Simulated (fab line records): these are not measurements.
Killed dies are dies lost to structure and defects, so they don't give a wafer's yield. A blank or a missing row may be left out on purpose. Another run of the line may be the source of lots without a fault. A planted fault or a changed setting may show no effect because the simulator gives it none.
fab line records ; flow n5_finfet
[record] lots = 7; wafers = 21
route steps=1938 shown BEOL_M15@1819 TV_OPEN@1890 PAD_METAL@1896 PASSIVATION@1930
start_h: the number of hours between the record's first day and the start of the first shown wafer of the lot ; wait_h: hours elapsed since this lot's preceding step ; " identical to the entry in the row above ; L1.1+2: one row covering several wafers at once ; - no value, or no start was given ; * or withheld: withheld ; < > ~ a bound
route shown NAME@n: NAME is a module with steps in the file, n the number in the route of the first one ; usual: the fault-free wafers' mean and standard deviation ; same: alike in all rows ; chamber/n: place in a boat ; sites: readings site by site ; _std_site: how widely they spread, as a standard deviation ; _edge_site: inner sites' mean taken away from outer sites' mean ; radius_mm: how far each site lies from the wafer's centre ; mask NAME#n: copy n ; behind: tool/chamber where the wafer was last shaped ; hold: cause of the lot's hold/its duration in hours/its outcome ; device: the transistor (n, p or np) that didn't switch ; end of line: the tests these same wafers got at the end of their route ; a step with no rows: only its recipe ; killed: not the wafer's yield, but the dies lost to structure and defects at the first sort ; map: dies across one wafer; x = killed, . = not, _ = none there
set.NAME: setting as actually run; set.NAME@STEP: the setting as run at that earlier step ; model.NAME: the simulator's own value behind a step, which no gauge read
lots run with intentionally changed settings; tables by step, rows by wafer
[[steps]]
[step N5_BEOL_M15_SPUTTER_43]
[recipe] material = TaN; target_thk_a = 150; temp_c = 50; bias_v = 168.6; power_w = 15000; chamber_pressure_pa = 0.12; time_s = 24.19
lot.wafer;tool;chamber;start_h;wait_h;set.power_w;model.TaN_of_BEOL_M15_SPUTTER_43.thk_nm
L082.1;pvd_sputter-03;-;316.65;0.0;15000;15.2
L082.2;pvd_sputter-03;-;316.65;0.0;13980;14
L082.4;pvd_sputter-03;-;316.65;0.0;13980;13.8
L077.2;pvd_sputter-01;-;322.78;0.0;16650;17
L077.4;pvd_sputter-01;-;322.78;0.0;15000;15
L077.5;pvd_sputter-01;-;322.78;0.0;16650;16.8
L083.2;pvd_sputter-01;-;328.38;0.0;15000;15
L083.4;pvd_sputter-01;-;328.38;0.0;13450;13.4
L083.5;pvd_sputter-01;-;328.38;0.0;13450;13.6
L086.1+5;pvd_sputter-01;-;341.34;0.0;15000;15
L086.3;pvd_sputter-01;-;341.34;0.0;15000;14.8
L087.1;pvd_sputter-03;-;346.63;0.0;13900;13.8
L087.2+4;pvd_sputter-03;-;346.63;0.0;13900;14
L090.2;pvd_sputter-02;-;363.97;0.0;15000;15.2
L090.3;pvd_sputter-02;-;363.97;0.0;12350;12.4
L090.5;pvd_sputter-02;-;363.97;0.0;12350;12.6
L092.1;pvd_sputter-03;-;377.50;0.0;15000;14.8
L092.2+4;pvd_sputter-03;-;377.50;0.0;15000;15
[step N5_BEOL_M15_SPUTTER_44]
[recipe] material = Ta; target_thk_a = 150; temp_c = 50; bias_v = 80; power_w = 15000; chamber_pressure_pa = 0.07; time_s = 24.19
lot.wafer;tool;chamber;start_h;wait_h;set.power_w;model.Ta_of_BEOL_M15_SPUTTER_44.thk_nm
L082.1+2+4;pvd_sputter-03;-;316.73;0.0;15000;15
L077.2+5;pvd_sputter-01;-;322.86;0.0;15000;15
L077.4;pvd_sputter-01;-;322.86;0.0;15000;14.8
L083.2;pvd_sputter-01;-;328.46;0.0;13380;13.2
L083.4;pvd_sputter-01;-;328.46;0.0;15000;14.8
L083.5;pvd_sputter-01;-;328.46;0.0;13380;13.4
L086.1;pvd_sputter-01;-;341.42;0.0;15000;15.4
L086.3+5;pvd_sputter-01;-;341.42;0.0;15000;15.2
L087.1;pvd_sputter-03;-;346.71;0.0;15000;15
L087.2;pvd_sputter-03;-;346.71;0.0;15000;14.8
L087.4;pvd_sputter-03;-;346.71;0.0;14180;14
L090.2+3;pvd_sputter-02;-;364.05;0.0;15000;15
L090.5;pvd_sputter-02;-;364.05;0.0;15820;15.6
L092.1+4;pvd_sputter-03;-;377.58;0.0;15000;15.2
L092.2;pvd_sputter-03;-;377.58;0.0;15000;15
[step N5_BEOL_M15_SPUTTER_45]
[recipe] material = Cu; target_thk_a = 1000; temp_c = -20; bias_v = 60; power_w = 26000; chamber_pressure_pa = 0.13; time_s = 16.67
[step N5_BEOL_M15_ECD_47]
[recipe] material = Cu; target_thk_a = 18600
[step N5_BEOL_M15_ANNEAL_48]
[recipe] temp_c = 225; time_s = 90; ambient = N2
[step N5_BEOL_M15_CMP_49]
[recipe] stop_on = SiO2; t_overpolish_s = 4.9; down_force_psi = 2; platen_rpm = 80; clearing_platen_down_force_psi = 2; clearing_platen_rpm = 80; post_cmp_clean = cu_alkaline; target_thk_nm = 850; clearing_platen_pad_velocity_m_s = 1.5917; pad_velocity_m_s = 1.5917
lot.wafer;tool;chamber;start_h;wait_h;set.time_s@BEOL_M15_TRENCH_ETCH_34;model.Cu_of_BEOL_M15_ECD_47.thk_nm
L082.4;cmp-01;1;317.50;0.2;199;844
L082.1;cmp-01;2;317.50;0.2;199;857.2
L082.2;cmp-01;3;317.50;0.2;199;857.6
L077.2;cmp-01;2;323.82;0.3;199;814.2
L077.4;cmp-01;0;323.82;0.3;199;841.4
L077.5;cmp-01;1;323.82;0.3;199;867.2
L083.4;cmp-01;1;329.57;0.2;199;865.6
L083.2;cmp-01;2;329.57;0.2;199;847.6
L083.5;cmp-01;0;329.57;0.2;199;845
L086.3;cmp-02;0;342.19;0.2;199;805.4
L086.1;cmp-02;2;342.19;0.2;173.4;745
L086.5;cmp-02;0;342.19;0.2;199;857
L087.1;cmp-02;3;347.45;0.3;168.9;707.4
L087.2;cmp-02;0;347.45;0.3;199;829.2
L087.4;cmp-02;2;347.45;0.3;168.9;703.4
L090.2;cmp-01;2;364.82;0.2;199;837.2
L090.3;cmp-01;0;364.82;0.2;199;841.4
L090.5;cmp-01;2;364.82;0.2;199;841.6
L092.1;cmp-02;0;378.55;0.5;199;850
L092.4;cmp-02;1;378.55;0.5;199;875.8
L092.2;cmp-02;2;378.55;0.5;199;878.2
[step N5_BEOL_M15_THK_MEAS_50]
[recipe] thk_meas_gauge = xrf; reads = Cu_of_BEOL_M15_ECD_47
[usual] M15_THK = 870/18
lot.wafer;tool;chamber;start_h;wait_h;set.time_s@BEOL_M15_TRENCH_ETCH_34;M15_THK[nm]
L082.1;film_metro-01;-;317.76;-;199;872
L082.2;film_metro-01;-;317.76;-;199;876
L082.4;film_metro-01;-;317.76;-;199;860
L077.2;film_metro-02;-;324.08;-;199;831
L077.4;film_metro-02;-;324.08;-;199;860
L077.5;film_metro-02;-;324.08;-;199;888
L083.2;film_metro-01;-;329.82;-;199;881
L083.4;film_metro-01;-;329.82;-;199;896
L083.5;film_metro-01;-;329.82;-;199;875
L086.1;film_metro-02;-;342.45;-;173.4;760
L086.3;film_metro-02;-;342.45;-;199;826
L086.5;film_metro-02;-;342.45;-;199;876
L087.1;film_metro-01;-;347.74;-;168.9;723
L087.2;film_metro-01;-;347.74;-;199;850
L087.4;film_metro-01;-;347.74;-;168.9;718
L090.2;film_metro-01;-;365.08;-;199;845
L090.3;film_metro-01;-;365.08;-;199;847
L090.5;film_metro-01;-;365.08;-;199;846
L092.1;film_metro-01;-;378.81;-;199;862
L092.2;film_metro-01;-;378.81;-;199;894
L092.4;film_metro-01;-;378.81;-;199;888
[step N5_BEOL_M15_PRE_CLEAN_52]
[recipe] gas = NH3; time_s = 15; temp_c = withheld; rf_power_w = 300
[step N5_BEOL_M15_DEP_53]
[recipe] material = SiCN; target_thk_a = 500; temp_c = withheld; precursor = 3MS/NH3; pressure_torr = 3; rf_w = 675; time_s = 17.8
[step N5_BEOL_M15_RS_MEAS_54]
[recipe] thk_meas_gauge = four-point-probe; reads = Cu_of_BEOL_M15_ECD_47+Ta_of_BEOL_M15_SPUTTER_44+TaN_of_BEOL_M15_SPUTTER_43
[usual] M15_RS = 0.0216/0.00043
lot.wafer;tool;chamber;start_h;wait_h;set.time_s@BEOL_M15_TRENCH_ETCH_34;M15_RS[ohm/sq]
L082.1;film_metro-01;-;317.89;0.0;199;0.0213
L082.2;film_metro-01;-;317.89;0.0;199;0.0213
L082.4;film_metro-01;-;317.89;0.0;199;0.0217
L077.2;film_metro-01;-;324.21;0.1;199;0.0225
L077.4;film_metro-01;-;324.21;0.1;199;0.0218
L077.5;film_metro-01;-;324.21;0.1;199;0.0211
L083.2;film_metro-01;-;329.98;0.1;199;0.0216
L083.4;film_metro-01;-;329.98;0.1;199;0.0212
L083.5;film_metro-01;-;329.98;0.1;199;0.0217
L086.1;film_metro-02;-;342.58;0.0;173.4;0.0247
L086.3;film_metro-02;-;342.58;0.0;199;0.0227
L086.5;film_metro-02;-;342.58;0.0;199;0.0213
L087.1;film_metro-02;-;347.87;0.0;168.9;0.0259
L087.2;film_metro-02;-;347.87;0.0;199;0.0221
L087.4;film_metro-02;-;347.87;0.0;168.9;0.0261
L090.2;film_metro-01;-;365.21;0.1;199;0.0219
L090.3;film_metro-01;-;365.21;0.1;199;0.0218
L090.5;film_metro-01;-;365.21;0.1;199;0.0218
L092.1;film_metro-01;-;378.94;0.0;199;0.0216
L092.2;film_metro-01;-;378.94;0.0;199;0.0208
L092.4;film_metro-01;-;378.94;0.0;199;0.0209
[step N5_PASSIVATION_ETCH_15]
[recipe] chemistry = CF4/N2; target = SiCN; target_depth_a = 750; taper_deg = 2; time_s = 81.2; ion_energy_ev = 150; mask_material = SiNx; pressure_mtorr = 40; source_w = 430; bias_w = 70; Ar_flow_sccm = 100; cf4_flow_sccm = 60; n2_flow_sccm = 60
[usual] rf_vpp_V = 381.6/1.5
lot.wafer;tool;chamber;start_h;wait_h;set.bias_w;rf_vpp_V
L082.1;rie_diel-02;2;-;-;70;382.7
L082.2;rie_diel-02;0;-;-;70;382.0
L082.4;rie_diel-02;3;-;-;70;382.6
L077.2;rie_diel-02;1;-;-;62.96;356.5
L077.4;rie_diel-02;3;-;-;70;383.0
L077.5;rie_diel-02;1;-;-;70;380.5
L083.2;rie_diel-02;3;-;-;70;382.9
L083.4;rie_diel-02;1;-;-;59.25;343.3
L083.5;rie_diel-02;2;-;-;59.25;345.0
L086.1;rie_diel-01;3;-;-;70;378.5
L086.3;rie_diel-01;2;-;-;79.19;411.8
L086.5;rie_diel-01;0;-;-;79.19;412.4
L087.1;rie_diel-06;2;-;-;70;382.4
L087.2;rie_diel-06;1;-;-;70;382.2
L087.4;rie_diel-06;2;-;-;70;381.2
L090.2;rie_diel-01;3;-;-;77.41;405.2
L090.3;rie_diel-01;0;-;-;70;380.3
L090.5;rie_diel-01;2;-;-;77.41;407.0
L092.1;rie_diel-01;1;-;-;70;379.4
L092.2;rie_diel-01;3;-;-;70;378.3
L092.4;rie_diel-01;0;-;-;70;380.9
[step N5_PASSIVATION_AL_DEP_21]
[recipe] material = Al; target_thk_a = 28000; temp_c = 400; time_s = 170; power_w = 30000; chamber_pressure_pa = 0.4; gas = Ar
lot.wafer;tool;chamber;start_h;wait_h;set.time_s;model.Al_of_PASSIVATION_AL_DEP_21.thk_nm
L082.1;pvd_sputter-03;-;327.66;0.1;180.8;3036
L082.2;pvd_sputter-03;-;327.66;0.1;180.8;2955
L082.4;pvd_sputter-03;-;327.66;0.1;170;2838
L077.2;pvd_sputter-01;-;332.03;0.1;170;2759
L077.4;pvd_sputter-01;-;332.03;0.1;180.7;2930
L077.5;pvd_sputter-01;-;332.03;0.1;170;2752
L083.2;pvd_sputter-03;-;340.90;0.1;170;2869
L083.4;pvd_sputter-03;-;340.90;0.1;170;2794
L083.5;pvd_sputter-03;-;340.90;0.1;170;2863
L086.1;pvd_sputter-03;-;351.26;0.1;170;2804
L086.3;pvd_sputter-03;-;351.26;0.1;170;2790
L086.5;pvd_sputter-03;-;351.26;0.1;170;2779
L087.1;pvd_sputter-02;-;355.64;0.1;170;2809
L087.2;pvd_sputter-02;-;355.64;0.1;152.9;2548
L087.4;pvd_sputter-02;-;355.64;0.1;152.9;2499
L090.2;pvd_sputter-02;-;372.31;0.1;170;2811
L090.3;pvd_sputter-02;-;372.31;0.1;190.2;3118
L090.5;pvd_sputter-02;-;372.31;0.1;170;2780
L092.1;pvd_sputter-02;-;390.94;0.1;170;2823
L092.2;pvd_sputter-02;-;390.94;0.1;170;2819
L092.4;pvd_sputter-02;-;390.94;0.1;170;2812
[step N5_PASSIVATION_ETCH_54]
[recipe] chemistry = CHF3/O2; target = SiO2; target_depth_a = 8800; CHF3_flow_sccm = 50; O2_flow_sccm = 5; Ar_flow_sccm = 200; time_s = 440; mask_material = PR; pressure_mtorr = 30; source_w = 650; bias_w = 170; ion_energy_ev = 200
lot.wafer;tool;chamber;start_h;wait_h;set.time_s;model.PASSIVATION.feature_depth_nm;model.etch.depth_nm
L082.1;rie_diel-05;0;331.03;0.1;440;867;867
L082.2;rie_diel-05;3;331.03;0.1;500.3;982.6;982.6
L082.4;rie_diel-05;2;331.03;0.1;500.3;999.8;999.7
L077.2;rie_diel-05;3;335.20;0.1;440;874;874
L077.4;rie_diel-05;1;335.20;0.1;440;888.2;888.2
L077.5;rie_diel-05;0;335.20;0.1;440;867.8;867.8
L083.2;rie_diel-05;0;343.87;0.1;348;674.4;674.4
L083.4;rie_diel-05;1;343.87;0.1;440;869.2;869.2
L083.5;rie_diel-05;0;343.87;0.1;348;679.2;679.2
L086.1;rie_diel-05;1;355.32;0.1;440;893.8;893.8
L086.3;rie_diel-05;0;355.32;0.1;440;879.6;879.7
L086.5;rie_diel-05;2;355.32;0.1;491;985.6;985.6
L087.1;rie_diel-03;0;358.58;0.1;440;883.4;883.4
L087.2;rie_diel-03;1;358.58;0.1;440;867.2;867.2
L087.4;rie_diel-03;2;358.58;0.1;378.4;757;757
L090.2;rie_diel-05;3;375.39;0.1;440;850.8;850.8
L090.3;rie_diel-05;0;375.39;0.1;440;868.6;868.5
L090.5;rie_diel-05;0;375.39;0.1;467.2;925.6;925.6
L092.1;rie_diel-04;0;393.49;0.1;440;870.2;870.2
L092.2;rie_diel-04;1;393.49;0.1;440;900.8;900.9
L092.4;rie_diel-04;2;393.49;0.1;440;892.8;892.9
[[key]]
[split] step = N5_BEOL_M15_SPUTTER_43; setting = power_w; stated = 15000; by = wafer
[response] step = N5_BEOL_M15_SPUTTER_43; reading = model.TaN_of_BEOL_M15_SPUTTER_43.thk_nm; change = +0.159; per = 1%; r = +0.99
[split] step = N5_BEOL_M15_SPUTTER_44; setting = power_w; stated = 15000; by = wafer
[response] step = N5_BEOL_M15_SPUTTER_44; reading = model.Ta_of_BEOL_M15_SPUTTER_44.thk_nm; change = +0.138; per = 1%; r = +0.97
[split] step = N5_PASSIVATION_ETCH_15; setting = bias_w; stated = 70; by = wafer
[response] step = N5_PASSIVATION_ETCH_15; reading = rf_vpp_V; change = +2.51; per = 1%; r = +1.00
[split] step = N5_PASSIVATION_AL_DEP_21; setting = time_s; stated = 170; by = wafer
[response] step = N5_PASSIVATION_AL_DEP_21; reading = model.Al_of_PASSIVATION_AL_DEP_21.thk_nm; change = +27.4; per = 1%; r = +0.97
[split] step = N5_PASSIVATION_ETCH_54; setting = time_s; stated = 440; by = wafer
[response] step = N5_PASSIVATION_ETCH_54; reading = model.PASSIVATION.feature_depth_nm; change = +8.99; per = 1%; r = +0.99
[response] step = N5_PASSIVATION_ETCH_54; reading = model.etch.depth_nm; change = +8.99; per = 1%; r = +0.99
split outside_this_file step=N5_BEOL_M15_TRENCH_ETCH_34 setting=time_s
// split outside_this_file: this setting was split too, and the file shows its column; the key of that split is in another file
